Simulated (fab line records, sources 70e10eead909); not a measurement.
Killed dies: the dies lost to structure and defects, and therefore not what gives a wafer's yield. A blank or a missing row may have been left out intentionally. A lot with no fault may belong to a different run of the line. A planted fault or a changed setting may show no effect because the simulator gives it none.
Which tool is to blame? / flow nand_harc / Sampling: 12 lots, 36 wafers, 5 of 1302 route steps

## WHAT THE GAUGES SHOWED, per wafer
NHARC_A_BONDPAD_CD_MEAS_09: the cd target is 500 nm. Usual: cd_nm 500.3 nm, standard deviation 2.2.
lot=L265; measured=day 23 13:14; on=cd_sem-03; cd_nm (nm)=501.2 501.9 499.9; flag=
lot=L266; measured=day 23 12:11; on=cd_sem-03; cd_nm (nm)=502.9 500.6 500.6; flag=
lot=L267; measured=day 23 14:28; on=cd_sem-02; cd_nm (nm)=504.2 505.6 501.8; flag=
lot=L274; measured=day 27 11:18; on=cd_sem-01; cd_nm (nm)=499.9 501.4 499.3; flag=
lot=L276; measured=day 27 08:23; on=cd_sem-02; cd_nm (nm)=498.2 500.0 500.3; flag=
lot=L279; measured=day 28 13:17; on=cd_sem-01; cd_nm (nm)=501.1 501.5 500.3; flag=
lot=L277; measured=day 28 21:13; on=cd_sem-03; cd_nm (nm)=500.5 501.1 500.2; flag=
lot=L280; measured=day 29 06:32; on=cd_sem-01; cd_nm (nm)=495.5 497.3 502.0; flag=
lot=L282; measured=day 30 20:33; on=cd_sem-02; cd_nm (nm)=496.9 501.5 499.9; flag=
lot=L283; measured=day 30 16:48; on=cd_sem-03; cd_nm (nm)=501.8 502.3 498.8; flag=
lot=L285; measured=day 31 07:26; on=cd_sem-01; cd_nm (nm)=499.8 499.2 500.0; flag=
lot=L287; measured=day 32 18:26; on=cd_sem-01; cd_nm (nm)=497.9 499.2 499.4; flag=

NHARC_END_SORT_01. Usual: killed_at_array 53, standard deviation 19; killed_at_other 0.7, standard deviation 1.1; killed_at_periphery 4.2, standard deviation 2.7; killed_dies 58, standard deviation 18; killed_open 3.1, standard deviation 1.9; killed_short 2.5, standard deviation 1.6.
lot=L274; measured=day 28 16:03; on=prober-02; killed_at_array=106 152 146; killed_at_other=0 0 3; killed_at_periphery=8 0 6; killed_dies=114 152 155; killed_open=2 0 2; killed_short=4 0 0; flag=OFF

## WHICH TOOL RAN EACH LOT (tool, then ch and the chambers of the sampled wafers, then the start)
lot=L265; NHARC_A_SGD_CUT_ETCH_59=rie_diel-11 ch 0,3, day 19 14:47; NHARC_A_BONDPAD_ETCH_24=rie_diel-12 ch 0,2, day 23 14:04; NHARC_THIN_TSV_CMP_01=cmp-03 ch 1,2,3, day 24 08:28
lot=L266; NHARC_A_SGD_CUT_ETCH_59=rie_diel-03 ch 0,1,3, day 19 15:02; NHARC_A_BONDPAD_ETCH_24=rie_diel-12 ch 1,2, day 23 13:02; NHARC_THIN_TSV_CMP_01=cmp-04 ch 1,2,3, day 24 06:08
lot=L267; NHARC_A_SGD_CUT_ETCH_59=rie_diel-02 ch 0,1, day 19 21:04; NHARC_A_BONDPAD_ETCH_24=rie_diel-04 ch 0,1,3, day 24 07:19 or earlier; NHARC_THIN_TSV_CMP_01=cmp-02 ch 0,1,2, day 24 07:19
lot=L274; NHARC_A_SGD_CUT_ETCH_59=rie_diel-02 ch 2,3, day 23 13:32; NHARC_A_BONDPAD_ETCH_24=rie_diel-12 ch 0,1,3, day 27 21:53 or earlier; NHARC_THIN_TSV_CMP_01=cmp-04 ch 1,2,3, day 27 21:53
lot=L276; NHARC_A_SGD_CUT_ETCH_59=rie_diel-03 ch 1,3, day 23 16:23; NHARC_A_BONDPAD_ETCH_24=rie_diel-04 ch 0,1,3, day 27 23:06 or earlier; NHARC_THIN_TSV_CMP_01=cmp-03 ch 1,2,3, day 27 23:06
lot=L279; NHARC_A_SGD_CUT_ETCH_59=rie_diel-11 ch 0,1,2, day 25 00:04; NHARC_A_BONDPAD_ETCH_24=rie_diel-12 ch 0,2, day 29 02:59 or earlier; NHARC_THIN_TSV_CMP_01=cmp-03 ch 1,3, day 29 02:59
lot=L277; NHARC_A_SGD_CUT_ETCH_59=rie_diel-11 ch 0,2,3, day 25 01:14; NHARC_A_BONDPAD_ETCH_24=rie_diel-12 ch 1,3, day 28 22:01; NHARC_THIN_TSV_CMP_01=cmp-02 ch 2,3, day 29 11:00
lot=L280; NHARC_A_SGD_CUT_ETCH_59=rie_diel-03 ch 0,1, day 25 12:41; NHARC_A_BONDPAD_ETCH_24=rie_diel-12 ch 1,3, day 29 21:08 or earlier; NHARC_THIN_TSV_CMP_01=cmp-04 ch 1,2, day 29 21:08
lot=L282; NHARC_A_SGD_CUT_ETCH_59=rie_diel-03 ch 0,1, day 26 18:21; NHARC_A_BONDPAD_ETCH_24=rie_diel-12 ch 0,2,3, day 31 14:21 or earlier; NHARC_THIN_TSV_CMP_01=cmp-02 ch 1,2,3, day 31 14:21
lot=L283; NHARC_A_SGD_CUT_ETCH_59=rie_diel-11 ch 0,1,2, day 26 23:22; NHARC_A_BONDPAD_ETCH_24=rie_diel-01 ch 0,1,2, day 31 06:31 or earlier; NHARC_THIN_TSV_CMP_01=cmp-03 ch 1,2,3, day 31 06:31
lot=L285; NHARC_A_SGD_CUT_ETCH_59=rie_diel-11 ch 0,1, day 27 11:43; NHARC_A_BONDPAD_ETCH_24=rie_diel-01 ch 0,1,3, day 32 01:13 or earlier; NHARC_THIN_TSV_CMP_01=cmp-02 ch 0,1,3, day 32 01:13
lot=L287; NHARC_A_SGD_CUT_ETCH_59=rie_diel-11 ch 0,1, day 28 18:31; NHARC_A_BONDPAD_ETCH_24=rie_diel-12 ch 0,1,3, day 33 08:08 or earlier; NHARC_THIN_TSV_CMP_01=cmp-02 ch 0,3, day 33 08:08
- NHARC_A_SGD_CUT_ETCH_59: etches the open film in N2/H2, target depth 260 nm, time 406.25 s.
- NHARC_A_BONDPAD_ETCH_24: etches the open film in CF4/N2, target depth 30 nm, time 72.99 s.
- NHARC_THIN_TSV_CMP_01: polishes.

## WHAT THE TOOLS THEMSELVES READ (means of the sampled wafers that have a number; where no wafer has one, the mark that the record gives instead)
NHARC_A_SGD_CUT_ETCH_59. Usual: drypump_motor_current_A 5.7 A, standard deviation 0.42; oes_product_au 1.000 a.u., standard deviation 0.011; rf_vpp_V 430.9 V, standard deviation 1.6; showerhead_plenum_p_Torr 2.05 Torr, standard deviation 0.05; throttle_valve_pct 14.171 %, standard deviation 0.0097.
lot=L265; tool=rie_diel-11; drypump_motor_current_A (A)=5.4; oes_product_au (a.u.)=0.994; rf_vpp_V (V)=430.7; showerhead_plenum_p_Torr (Torr)=2.05; throttle_valve_pct (%)=14.182; flag=
lot=L266; tool=rie_diel-03; drypump_motor_current_A (A)=5.6; oes_product_au (a.u.)=1.003; rf_vpp_V (V)=430.7; showerhead_plenum_p_Torr (Torr)=2.07; throttle_valve_pct (%)=14.169; flag=
lot=L267; tool=rie_diel-02; drypump_motor_current_A (A)=5.7; oes_product_au (a.u.)=0.999; rf_vpp_V (V)=430.1; showerhead_plenum_p_Torr (Torr)=2.02; throttle_valve_pct (%)=14.175; flag=
lot=L274; tool=rie_diel-02; drypump_motor_current_A (A)=5.6; oes_product_au (a.u.)=0.987; rf_vpp_V (V)=430.1; showerhead_plenum_p_Torr (Torr)=2.05; throttle_valve_pct (%)=14.174; flag=
lot=L276; tool=rie_diel-03; drypump_motor_current_A (A)=5.8; oes_product_au (a.u.)=1.000; rf_vpp_V (V)=431.8; showerhead_plenum_p_Torr (Torr)=2.10; throttle_valve_pct (%)=14.164; flag=
lot=L279; tool=rie_diel-11; drypump_motor_current_A (A)=5.8; oes_product_au (a.u.)=0.994; rf_vpp_V (V)=430.2; showerhead_plenum_p_Torr (Torr)=2.03; throttle_valve_pct (%)=14.168; flag=
lot=L277; tool=rie_diel-11; drypump_motor_current_A (A)=5.6; oes_product_au (a.u.)=0.991; rf_vpp_V (V)=430.6; showerhead_plenum_p_Torr (Torr)=2.05; throttle_valve_pct (%)=14.171; flag=
lot=L280; tool=rie_diel-03; drypump_motor_current_A (A)=5.7; oes_product_au (a.u.)=1.010; rf_vpp_V (V)=432.3; showerhead_plenum_p_Torr (Torr)=2.10; throttle_valve_pct (%)=14.177; flag=
lot=L282; tool=rie_diel-03; drypump_motor_current_A (A)=5.7; oes_product_au (a.u.)=1.003; rf_vpp_V (V)=431.9; showerhead_plenum_p_Torr (Torr)=2.10; throttle_valve_pct (%)=14.183; flag=
lot=L283; tool=rie_diel-11; drypump_motor_current_A (A)=5.9; oes_product_au (a.u.)=1.004; rf_vpp_V (V)=431.1; showerhead_plenum_p_Torr (Torr)=2.03; throttle_valve_pct (%)=14.167; flag=
lot=L285; tool=rie_diel-11; drypump_motor_current_A (A)=5.6; oes_product_au (a.u.)=1.010; rf_vpp_V (V)=429.5; showerhead_plenum_p_Torr (Torr)=1.99; throttle_valve_pct (%)=14.170; flag=
lot=L287; tool=rie_diel-11; drypump_motor_current_A (A)=6.0; oes_product_au (a.u.)=1.000; rf_vpp_V (V)=430.0; showerhead_plenum_p_Torr (Torr)=2.02; throttle_valve_pct (%)=14.169; flag=

NHARC_A_BONDPAD_ETCH_24. Usual: drypump_motor_current_A 5.8 A, standard deviation 0.36; oes_product_au 0.999 a.u., standard deviation 0.011; rf_vpp_V 313.1 V, standard deviation 1.8; showerhead_plenum_p_Torr 2.56 Torr, standard deviation 0.087; throttle_valve_pct 19.795 %, standard deviation 0.0091.
lot=L265; tool=rie_diel-12; drypump_motor_current_A (A)=5.6; oes_product_au (a.u.)=1.004; rf_vpp_V (V)=312.9; showerhead_plenum_p_Torr (Torr)=2.52; throttle_valve_pct (%)=19.799; flag=
lot=L266; tool=rie_diel-12; drypump_motor_current_A (A)=5.7; oes_product_au (a.u.)=1.015; rf_vpp_V (V)=313.0; showerhead_plenum_p_Torr (Torr)=2.54; throttle_valve_pct (%)=19.797; flag=
lot=L267; tool=rie_diel-04; drypump_motor_current_A (A)=6.1; oes_product_au (a.u.)=0.988; rf_vpp_V (V)=314.0; showerhead_plenum_p_Torr (Torr)=2.59; throttle_valve_pct (%)=19.789; flag=
lot=L274; tool=rie_diel-12; drypump_motor_current_A (A)=5.6; oes_product_au (a.u.)=0.998; rf_vpp_V (V)=314.2; showerhead_plenum_p_Torr (Torr)=2.60; throttle_valve_pct (%)=19.796; flag=
lot=L276; tool=rie_diel-04; drypump_motor_current_A (A)=6.1; oes_product_au (a.u.)=0.999; rf_vpp_V (V)=312.9; showerhead_plenum_p_Torr (Torr)=2.59; throttle_valve_pct (%)=19.795; flag=
lot=L279; tool=rie_diel-12; drypump_motor_current_A (A)=5.6; oes_product_au (a.u.)=1.006; rf_vpp_V (V)=313.0; showerhead_plenum_p_Torr (Torr)=2.49; throttle_valve_pct (%)=19.801; flag=
lot=L277; tool=rie_diel-12; drypump_motor_current_A (A)=5.7; oes_product_au (a.u.)=0.984; rf_vpp_V (V)=314.9; showerhead_plenum_p_Torr (Torr)=2.65; throttle_valve_pct (%)=19.792; flag=
lot=L280; tool=rie_diel-12; drypump_motor_current_A (A)=5.6; oes_product_au (a.u.)=0.989; rf_vpp_V (V)=313.6; showerhead_plenum_p_Torr (Torr)=2.61; throttle_valve_pct (%)=19.796; flag=
lot=L282; tool=rie_diel-12; drypump_motor_current_A (A)=5.6; oes_product_au (a.u.)=1.009; rf_vpp_V (V)=313.9; showerhead_plenum_p_Torr (Torr)=2.56; throttle_valve_pct (%)=19.786; flag=
lot=L283; tool=rie_diel-01; drypump_motor_current_A (A)=6.0; oes_product_au (a.u.)=1.001; rf_vpp_V (V)=313.0; showerhead_plenum_p_Torr (Torr)=2.59; throttle_valve_pct (%)=19.794; flag=
lot=L285; tool=rie_diel-01; drypump_motor_current_A (A)=5.7; oes_product_au (a.u.)=0.998; rf_vpp_V (V)=312.1; showerhead_plenum_p_Torr (Torr)=2.55; throttle_valve_pct (%)=19.787; flag=
lot=L287; tool=rie_diel-12; drypump_motor_current_A (A)=5.6; oes_product_au (a.u.)=0.998; rf_vpp_V (V)=314.0; showerhead_plenum_p_Torr (Torr)=2.60; throttle_valve_pct (%)=19.792; flag=

NHARC_THIN_TSV_CMP_01. Usual: motor_current_A 12.5 A, standard deviation 1.5; pad_life_wafers 213, standard deviation 96; retaining_ring_pressure_frac 1.000, standard deviation 0.0051.
lot=L265; tool=cmp-03; motor_current_A (A)=12.7; pad_life_wafers=254; retaining_ring_pressure_frac=1.000; flag=
lot=L266; tool=cmp-04; motor_current_A (A)=13.7; pad_life_wafers=206; retaining_ring_pressure_frac=0.996; flag=
lot=L267; tool=cmp-02; motor_current_A (A)=12.0; pad_life_wafers=98; retaining_ring_pressure_frac=0.999; flag=
lot=L274; tool=cmp-04; motor_current_A (A)=13.0; pad_life_wafers=158; retaining_ring_pressure_frac=0.994; flag=
lot=L276; tool=cmp-03; motor_current_A (A)=12.8; pad_life_wafers=200; retaining_ring_pressure_frac=1.000; flag=
lot=L279; tool=cmp-03; motor_current_A (A)=13.1; pad_life_wafers=331; retaining_ring_pressure_frac=0.999; flag=
lot=L277; tool=cmp-02; motor_current_A (A)=12.7; pad_life_wafers=252; retaining_ring_pressure_frac=1.001; flag=
lot=L280; tool=cmp-04; motor_current_A (A)=14.7; pad_life_wafers=374; retaining_ring_pressure_frac=0.999; flag=
lot=L282; tool=cmp-02; motor_current_A (A)=12.7; pad_life_wafers=32; retaining_ring_pressure_frac=0.998; flag=
lot=L283; tool=cmp-03; motor_current_A (A)=12.8; pad_life_wafers=139; retaining_ring_pressure_frac=1.001; flag=
lot=L285; tool=cmp-02; motor_current_A (A)=12.0; pad_life_wafers=73; retaining_ring_pressure_frac=1.003; flag=
lot=L287; tool=cmp-02; motor_current_A (A)=11.8; pad_life_wafers=253; retaining_ring_pressure_frac=1.002; flag=

## THE ANSWER, worked out from the rows above alone
Rule: a lot counts as off when the mean over its wafers that have a number is more than 3 standard deviations away from the usual mean. Also off: a lot with no number at a reading for which 4 or more lots have one. Any other lot the step has rows for is counted as sound. Order of review: gauges by route order, followed by the tools' own readings, for which a lot's mean as printed above is used. The first step at which some lot is off is used, and at that step the reading that is off furthest; a lot without a number counts as furthest.
Off at NHARC_END_SORT_01 (killed_dies): L274. Neither off nor sound, because the step has no rows for them: L265, L266, L267, L276, L279, L277, L280, L282, L283, L285, L287.
A tool fits if, at a process step before that reading, it ran every lot that is off, and no sound lot after the first of them. Those tools and the gauges at NHARC_END_SORT_01 are tried in the same way. NHARC_A_BONDPAD_ETCH_24 gives no start for some lots, so the hours and the order of its lots are those of NHARC_THIN_TSV_CMP_01. Can't be told from this: 4 tools fit, rie_diel-02 at NHARC_A_SGD_CUT_ETCH_59, rie_diel-12 at NHARC_A_BONDPAD_ETCH_24, cmp-04 at NHARC_THIN_TSV_CMP_01, prober-02 at NHARC_END_SORT_01.

## WHAT HAD BEEN PUT IN BY THE SIMULATOR
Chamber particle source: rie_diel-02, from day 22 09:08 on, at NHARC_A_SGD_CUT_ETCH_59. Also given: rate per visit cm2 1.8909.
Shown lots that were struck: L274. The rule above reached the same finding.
